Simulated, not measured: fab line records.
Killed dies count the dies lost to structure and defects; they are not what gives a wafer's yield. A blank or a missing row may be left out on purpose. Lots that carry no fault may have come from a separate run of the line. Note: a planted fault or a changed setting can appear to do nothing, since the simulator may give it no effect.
Matching of chambers | flow nand harc | NHARC_A_BLC_STRIP_21 on rie diel-06 has 4 sister chambers
The step strips in O2. 20 wafers are shown with their chamber, then 10 later ones without.

## WAFERS PAIRED WITH THEIR CHAMBERS
wafer  | chamber | showerhead plenum p Torr (Torr) | drypump motor current A (A) | oes product au (a.u.)
L076.2 | 3       | 3.33                            | 5.9                         | 0.995
L076.3 | 0       | 3.61                            | 4.8                         | 1.010
L076.6 | 3       | 3.33                            | 5.9                         | 0.993
L078.1 | 1       | 3.62                            | 5.9                         | 1.012
L078.4 | 3       | 3.33                            | 5.9                         | 1.002
L078.6 | 3       | 3.33                            | 5.9                         | 1.000
L079.3 | 1       | 3.62                            | 5.9                         | 0.978
L079.4 | 2       | 3.49                            | 5.8                         | 1.008
L079.6 | 0       | 3.61                            | 4.8                         | 1.003
L080.1 | 3       | 3.33                            | 5.9                         | 0.985
L080.4 | 1       | 3.62                            | 5.9                         | 0.981
L080.5 | 2       | 3.49                            | 5.8                         | 1.022
L081.1 | 2       | 3.49                            | 5.8                         | 1.014
L081.2 | 1       | 3.62                            | 6.0                         | 0.983
L081.4 | 0       | 3.61                            | 4.8                         | 1.002
L085.2 | 1       | 3.62                            | 5.9                         | 0.988
L085.3 | 0       | 3.61                            | 4.8                         | 1.000
L085.6 | 1       | 3.62                            | 5.9                         | 0.992
L094.1 | 0       | 3.61                            | 4.8                         | 1.009
L094.2 | 1       | 3.61                            | 5.9                         | 0.993

SIGNATURES, as means of the wafers listed above
reading                  | chamber 0 | chamber 1 | chamber 2 | chamber 3 | scatter within a chamber
showerhead plenum p Torr | 3.6100    | 3.6186    | 3.4900    | 3.3300    | 0.00231
drypump motor current A  | 4.800     | 5.914     | 5.800     | 5.900     | 0.0231
oes product au           | 1.00480   | 0.98957   | 1.01467   | 0.99500   | 0.0084
Rule: a wafer's distance from a chamber is the root of the sum, over the readings, of the square of ((its reading less the chamber's mean) divided by the reading's scatter). The wafer belongs to the nearest chamber; if the next one is less than 2 further off, it can't be placed. The scatter: take each reading less its chamber's mean, square it, sum over the shown wafers, divide by the number of wafers less the number of chambers, and take the root.

## WAFERS MISSING THEIR CHAMBER
wafer  | showerhead plenum p Torr (Torr) | drypump motor current A (A) | oes product au (a.u.)
L094.3 | 3.48                            | 5.8                         | 1.025
L096.1 | 3.48                            | 5.8                         | 1.021
L096.4 | 3.61                            | 5.9                         | 0.987
L096.6 | 3.61                            | 5.9                         | 0.992
L095.3 | 3.61                            | 5.9                         | 0.992
L095.4 | 3.32                            | 5.9                         | 1.004
L095.6 | 3.32                            | 5.9                         | 1.008
L097.1 | 3.61                            | 5.9                         | 0.988
L097.4 | 3.48                            | 5.8                         | 1.013
L097.5 | 3.32                            | 5.9                         | 1.007

## CHAMBER TAKEN BY EACH
wafer  | from the rows above | in truth
L094.3 | 2                   | 2
L096.1 | 2                   | 2
L096.4 | 1                   | 1
L096.6 | 1                   | 1
L095.3 | 1                   | 1
L095.4 | 3                   | 3
L095.6 | 3                   | 3
L097.1 | 1                   | 1
L097.4 | 2                   | 2
L097.5 | 3                   | 3
10 of 10 placed correctly. Not placeable from these rows: 0. Placed wrongly: 0.
